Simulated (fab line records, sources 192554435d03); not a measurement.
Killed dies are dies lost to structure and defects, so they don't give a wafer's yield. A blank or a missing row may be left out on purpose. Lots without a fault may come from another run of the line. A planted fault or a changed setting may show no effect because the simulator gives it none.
A struck lot beside a sound one | flow n5_finfet | 13 steps out of a route of 1938
Sound: wafers L629.1, L629.3, L629.6. Struck: wafers L643.3, L643.4, L643.5. The cause comes at the end.
At each step with rows: each side's tool, then ch and its chambers, then its first start. Under that, the readings that differ: sound wafers | struck wafers | difference of the means | sigmas: that difference in standard deviations of wafers without a fault.
alike: readings whose means differ by less than 2 such deviations, and words and numbers that are the same on both sides. not compared: withheld readings, readings that some wafer has no value for, bounds like >300 that may hide the same value, and numbers for which the record gives no deviation and whose values overlap.
The two part at a step that has a row with sigmas, a row that says differs or no value, or rows on one side only. Numbers that don't overlap but have no deviation are shown without sigmas and don't part them. A reading that every wafer of one side lacks parts them only if that side has two wafers or more.

first, 9 steps without rows for these wafers: N5_MOL_CONTACT_COAG_COAT_78 (resist thk 40 nm); N5_MOL_CONTACT_COAG_EBR_80; N5_MOL_CONTACT_COAG_SOFTBAKE_79 (time 60 s); N5_MOL_CONTACT_COAG_EXPOSE_81 (exposes mask VG, defocus 0 nm); N5_MOL_CONTACT_COAG_PEB_82 (peb time 60 s); N5_MOL_CONTACT_COAG_DEVELOP_83 (develop time 30 s); N5_MOL_CONTACT_COAG_DESCUM_88 (chemistry O2, time 7 s); N5_MOL_CONTACT_COAG_ETCH_89 (etches underlayer in N2/H2, target depth 13 nm, time 10.4 s); N5_MOL_CONTACT_COAG_ETCH_90 (etches SiARC in CF4, target depth 13 nm, time 21.7 s).
N5_MOL_CONTACT_COAG_ALD_131: deposits SiO2, target thk 5 nm, pulse time 1 s, co reactant pulse time 1 s.
  sound on ald_sin-02 ch 2,3, day 5 19:11; struck on ald_sin-02 ch 1,3, day 9 07:59
  reading                                            | sound    | struck      | difference | sigmas
  ald_cycles                                         | 35 35 35 | 67 67 67    | +32        |
  model.SiO2_of_MOL_CONTACT_COAG_ALD_131.thk_nm (nm) | 5 5 5    | 9.6 9.6 9.6 | +4.6       |
  alike: heater_power_w, precursor_pulse_height_rel
then, 1 step without rows for these wafers: N5_MOL_CONTACT_COAG_ETCHBACK_132 (etches SiO2 in CHF3, target depth 10 nm, time 6.7 s).
N5_BEOL_M4_RC_MEAS_101:
  the record has rows for the sound wafers here (prober-01 ch 0, day 8 10:32) and none for the struck ones
-- the record jumps here: 7 days lie between the struck wafers' starts before and after (it left off in module BEOL_M4 and takes up again in module PASSIVATION, whose first step shown is number 1936 of the route) --
N5_PASSIVATION_PROBE_49:
  sound on prober-02, day 12 16:49; struck on prober-01, day 16 16:35
  reading                  | sound          | struck         | difference | sigmas
  defect_limited_yield (%) | 93.4 92.2 91.6 | 0 0 0          | -92        | -54
  killed_at_contacts       | 14 14 20       | 1073 1093 1067 | +1062      | +99 or more
  killed_at_front_end      | 19 35 14       | 50 38 57       | +26        | +2
  killed_dies              | 78 92 99       | 1180 1180 1180 | +1090      | +55
  killed_on_rim            | 11 10 16       | 152 152 152    | +140       | +31
  sort_bin_5_function (%)  | 4.0 4.4 5.5    | 95.3 96.6 95.8 | +91.3      | +83
  sort_n_pass              | 1102 1088 1081 | 0 0 0          | -1090      | -55
  sort_yield_pct (%)       | 93.4 92.2 91.6 | 0 0 0          | -92        | -54
  alike: killed_at_M0_to_M3, killed_at_M4_up, killed_at_other, killed_open, killed_short, sort_bin_6_memory

WHERE THEY PART
First at N5_BEOL_M4_RC_MEAS_101; last, within this record, at N5_PASSIVATION_PROBE_49.

WHY: what the simulator had put in
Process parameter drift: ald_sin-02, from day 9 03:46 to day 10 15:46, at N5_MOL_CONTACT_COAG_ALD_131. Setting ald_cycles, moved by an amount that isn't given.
